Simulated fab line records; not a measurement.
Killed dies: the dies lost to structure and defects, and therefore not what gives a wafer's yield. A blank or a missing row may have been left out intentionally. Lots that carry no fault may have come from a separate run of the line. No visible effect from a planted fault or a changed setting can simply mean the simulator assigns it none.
Matching of chambers + flow nand_harc + pecvd-03 running NHARC_A_BONDPAD_DEP_00: 3 sister chambers
The step deposits SiCN, target thk 250 nm. 14 wafers are shown with their chamber, then 6 later ones without.

== EACH WAFER AND ITS CHAMBER ==
| wafer  | chamber | heater_power_w (W) |
|--------|---------|--------------------|
| L698.2 | 1       | 633                |
| L698.3 | 0       | 463                |
| L698.5 | 1       | 652                |
| L705.1 | 2       | 440                |
| L705.5 | 1       | 694                |
| L705.6 | 2       | 447                |
| L706.1 | 0       | 410                |
| L706.3 | 1       | 643                |
| L706.4 | 0       | 434                |
| L708.3 | 1       | 665                |
| L708.4 | 2       | 464                |
| L708.5 | 1       | 677                |
| L712.2 | 1       | 636                |
| L712.3 | 2       | 457                |

SIGNATURES (means of the wafers above)
| reading        | chamber 0 | chamber 1 | chamber 2 | scatter within a chamber |
|----------------|-----------|-----------|-----------|--------------------------|
| heater_power_w | 435.67    | 657.14    | 452.00    | 20.9                     |
Rule: for each reading, subtract the chamber's mean from the wafer's reading, divide by that reading's scatter and square the result; add these up over the readings and take the root, which gives the wafer's distance from the chamber. The wafer belongs to the nearest chamber; if the next one is less than 2 further off, it can't be placed. How the scatter is found: for the shown wafers, subtract from each reading the mean of its chamber, square and add these, divide the total by (wafers less chambers), then take the root.

== WAFERS WHOSE CHAMBER IS MISSING ==
| wafer  | heater_power_w (W) |
|--------|--------------------|
| L712.6 | 524                |
| L713.3 | 432                |
| L713.6 | 666                |
| L718.3 | 464                |
| L718.4 | 674                |
| L718.6 | 474                |

== EACH ONE'S CHAMBER ==
| wafer  | from the rows above     | in truth |
|--------|-------------------------|----------|
| L712.6 | can't be placed: 2 or 0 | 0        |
| L713.3 | can't be placed: 0 or 2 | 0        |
| L713.6 | 1                       | 1        |
| L718.3 | can't be placed: 2 or 0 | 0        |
| L718.4 | 1                       | 1        |
| L718.6 | can't be placed: 2 or 0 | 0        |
Correctly placed: 2 of 6. Not placeable from these rows: 4 (in 4, the candidates include the true chamber). Placed wrongly: 0.
